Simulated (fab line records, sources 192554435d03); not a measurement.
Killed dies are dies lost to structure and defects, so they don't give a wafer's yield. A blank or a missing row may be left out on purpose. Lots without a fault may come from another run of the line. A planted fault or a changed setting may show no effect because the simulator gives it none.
Problem report in the 8D (eight disciplines) form, filled by code | flow n5_finfet | the parts of the form that need people (team, actions taken, sign-off) are left out

1. THE PROBLEM
etch_rf_on_time_s at N5_BEOL_M6_ETCH_72 reads a mean of 3.54 s on 2 wafers of 2 lots; wafers without a fault read 5.16 s with a standard deviation of 0.14. That is -12 standard deviations from the usual mean.
The step: etches underlayer in N2/H2, target depth 6.5 nm, time 5.2 s.
First seen on wafer L163.3, day 13 13:02, on rie_diel-03. The record holds 31 wafers of 11 lots with a number at this step. Rule for "out", or "out of limits": more than 4 standard deviations from the usual mean. The other wafers with a number count as sound.

2. WHAT IT IS AND WHAT IT IS NOT
question                    | is                | is not
which readings at this step | etch_rf_on_time_s | drypump_motor_current_A, showerhead_plenum_p_Torr, throttle_valve_pct
which lots                  | L163, L166        | L149, L150, L151, L153, L167, L168, L169, L170, L171
which wafers of those lots  | L163.3, L166.1    | L163.2, L163.5, L166.2, L166.4
read on which tools         | rie_diel-03       | rie_diel-01, rie_diel-04
when                        | from day 13 13:02 | up to then (12 sound wafers); but 17 sound wafers of L166, L167, L168, L169, L170, L171 came after

3. SUSPECTS, AND WHAT RULES EACH OUT
Counting: a tool at a process step up to the reading stays a suspect if it ran every lot that is out. Sound lots after the first of them don't rule it out here, since some wafers of a struck lot are sound.
- rie_diel-04 at N5_BEOL_M6_DESCUM_16 (chemistry O2, time 7.9 s): kept. It ran every lot that is out, first L163 (day 13 10:22); its last sound lot up to then is L149 (day 9 12:14).
- rie_diel-04 at N5_BEOL_M6_ETCH_61 (etches SiARC in CF4, target depth 45.5 nm, time 75.8 s): kept. It ran every lot that is out, first L163 (day 13 10:24); its last sound lot up to then is L149 (day 9 12:17).
- rie_diel-03 at N5_BEOL_M6_ETCH_72 (etches underlayer in N2/H2, target depth 6.5 nm, time 5.2 s): kept. It ran every lot that is out, first L163 (day 13 13:02); its last sound lot up to then is L153 (day 10 16:52). Its own readings are out on those wafers: etch_rf_on_time_s.
- Within rie_diel-04 at N5_BEOL_M6_DESCUM_16: the wafers that are out ran in chamber 0; their sound lot-mates ran in chambers 1, 2, 3.
- Within rie_diel-04 at N5_BEOL_M6_ETCH_61: the wafers that are out ran in chamber 0; their sound lot-mates ran in chambers 1, 2, 3.
Left after counting: rie_diel-04 at N5_BEOL_M6_DESCUM_16, rie_diel-04 at N5_BEOL_M6_ETCH_61, rie_diel-03 at N5_BEOL_M6_ETCH_72.

4. THE CAUSE (what the simulator had put in)
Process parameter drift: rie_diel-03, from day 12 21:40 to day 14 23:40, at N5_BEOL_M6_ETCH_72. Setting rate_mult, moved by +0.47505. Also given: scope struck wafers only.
Counting left 3 suspects, and this tool is among them.

5. THE CHAIN OF EFFECTS, in route order
Each row: a reading whose mean over the struck wafers that have a number lies more than 3 standard deviations from the usual. Only readings for which the record gives a usual standard deviation are gone through. hours: the time from each lot's start at the first step in this table that gives one to its start at this step, as a median over the lots. sigmas: the change in usual standard deviations.
hours | step               | reading           | usual  | on struck wafers | change | sigmas
0     | N5_BEOL_M6_ETCH_72 | etch_rf_on_time_s | 5.16 s | 3.54             | -1.62  | -12
The process steps in it:
- N5_BEOL_M6_ETCH_72: etches underlayer in N2/H2, target depth 6.5 nm, time 5.2 s.

6. WHAT WOULD HAVE CAUGHT IT SOONER
In this record the first reading out of limits was taken at day 13 13:02, 15 hours after the fault began at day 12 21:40.
